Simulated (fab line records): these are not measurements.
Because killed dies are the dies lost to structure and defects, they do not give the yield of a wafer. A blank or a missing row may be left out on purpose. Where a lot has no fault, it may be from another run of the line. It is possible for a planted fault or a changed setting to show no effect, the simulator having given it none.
Chamber matching | flow nand-harc | rie-diel-08 running NHARC_A_STAIRCASE_DESCUM_291: 4 sister chambers
The step chemistry O2, time 3 s. 4 wafers are shown with their chamber, then 8 later ones without.

WAFERS, EACH WITH ITS CHAMBER
wafer  | chamber | showerhead-plenum-p-Torr (Torr)
L090.1 | 3       | 1.78
L090.2 | 0       | 1.90
L090.4 | 2       | 1.88
L095.1 | 1       | 1.93

WAFERS WITH NO CHAMBER GIVEN
wafer  | showerhead-plenum-p-Torr (Torr)
L095.3 | 1.90
L095.4 | 1.78
L096.1 | 1.93
L096.3 | 1.78
L096.5 | 1.93
L097.3 | 1.78
L097.4 | 1.89
L097.5 | 1.78

WHICH CHAMBER EACH WENT THROUGH
wafer  | from the rows above     | in truth
L095.3 | 0                       | 0
L095.4 | 3                       | 3
L096.1 | 1                       | 1
L096.3 | 3                       | 3
L096.5 | 1                       | 1
L097.3 | 3                       | 3
L097.4 | can't be placed: 0 or 2 | 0
L097.5 | 3                       | 3
Correctly placed: 7 of 8. These rows do not allow placing 1 (true chamber among the candidates in 1). Wrongly placed: 0.
How it was worked out, from the rows above alone: a wafer's distance from a chamber is the root of the sum, over the readings, of the square of ((its reading less the chamber's mean) divided by the reading's scatter). If the next closest chamber is less than 2 further off than the closest, the wafer can't be placed; otherwise it belongs to the closest. Each chamber's mean is taken over the wafers shown for it. The scatter: with one shown wafer a chamber, the root of the mean of the squares of how far each hidden wafer lies from its nearest shown one.
